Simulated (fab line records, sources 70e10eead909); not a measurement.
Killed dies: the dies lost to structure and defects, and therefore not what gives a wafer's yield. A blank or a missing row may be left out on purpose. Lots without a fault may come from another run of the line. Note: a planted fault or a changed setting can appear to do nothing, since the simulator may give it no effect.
Problem report, 8D (eight disciplines) form, completed by code ; flow nand_harc ; the parts of the form that need people (team, actions taken, sign-off) are left out

## 1. THE ISSUE
At NHARC_A_ONON_D1_THK_MEAS_27, thk_nm averages 1438 nm over 6 wafers from 2 lots, while fault-free wafers read 1001 nm, standard deviation 11. Measured from the usual mean, that is +40 standard deviations.
The step: measures by ellipsometry.
Seen first at day 9 10:17 on film_metro-02, wafer L597.4. Wafers with a number at this step in the record: 42, from 14 lots. The rule behind "out" and "out of limits": a value lying over 4 standard deviations away from the usual mean. The rest of the wafers with a number are treated as sound.

## 2. WHAT IT IS; WHAT IT IS NOT
question;is;is not
which readings at this step;thk_nm;-
which lots;L597, L601;L593, L594, L595, L596, L599, L606, L607, L610, L612, L614, L615, L616
which wafers of those lots;all that have a number;-
read on which gauges;film_metro-01, film_metro-02;-
when;from day 9 10:17;"up to then (12 sound wafers); but 24 sound wafers of L599, L606, L607, L610, L612, L614, L615, L616 came after"

## 3. THE SUSPECTS, EACH WITH WHAT RULES IT OUT
Counting: a tool at any process step up to the reading remains a suspect when it ran all the lots that are out and ran no sound lot after the first of those.
- the gauge at NHARC_A_ONON_D1_THK_MEAS_27: ruled out. 2 gauges (film_metro-01, film_metro-02) read the wafers that are out.
- pvd_sputter-03 at NHARC_P_BONDPAD_PVD_17 (deposits TaN, target thk 5 nm, time 8.06 s): ruled out as a lasting fault. Following L597 (day 7 20:38), the first lot on it that is out, the sound lots L606, L607 were run on it. With no start given for some of its lots, NHARC_P_BONDPAD_PVD_17 uses the hours and lot order of NHARC_P_BONDPAD_ANNEAL_28.
- pecvd_onon-04 at NHARC_A_ONON_D1_DEP_25 (target thk 1000 nm): ruled out as a lasting fault. Following L597 (day 9 09:57), the first lot on it that is out, the sound lots L612, L614, L616 were run on it.
Left after counting: nothing in the record.

## 4. THE CAUSE (what the simulator had put in)
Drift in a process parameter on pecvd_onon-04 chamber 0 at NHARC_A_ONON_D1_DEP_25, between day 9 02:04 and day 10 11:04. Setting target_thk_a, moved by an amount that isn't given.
Counting ruled it out, wrongly: the rule takes a fault to strike every lot that its tool runs from its start on, and this one did not.

## 5. SEQUENCE OF EFFECTS, ordered by route
Rows list readings where the struck wafers' mean (over those with a number) sits beyond 3 standard deviations from the usual. Only readings for which the record gives a usual standard deviation are gone through. hours: the time from each lot's start at the first step in this table that gives one to its start at this step, as a median over the lots. sigmas: the change in usual standard deviations.
hours;step;reading;usual;on struck wafers;change;sigmas
0;NHARC_A_ONON_D1_THK_MEAS_27;thk_nm;1001 nm;1438;+437;+40
275;NHARC_END_SORT_01;killed_at_array;29;672;+643;+49
275;NHARC_END_SORT_01;killed_dies;33;677;+644;+50

## 6. WHAT WOULD HAVE CAUGHT IT SOONER
8 hours passed between the start of the fault at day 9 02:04 and the first reading out of limits at a measuring or inspecting step in this record, taken at day 9 10:17.
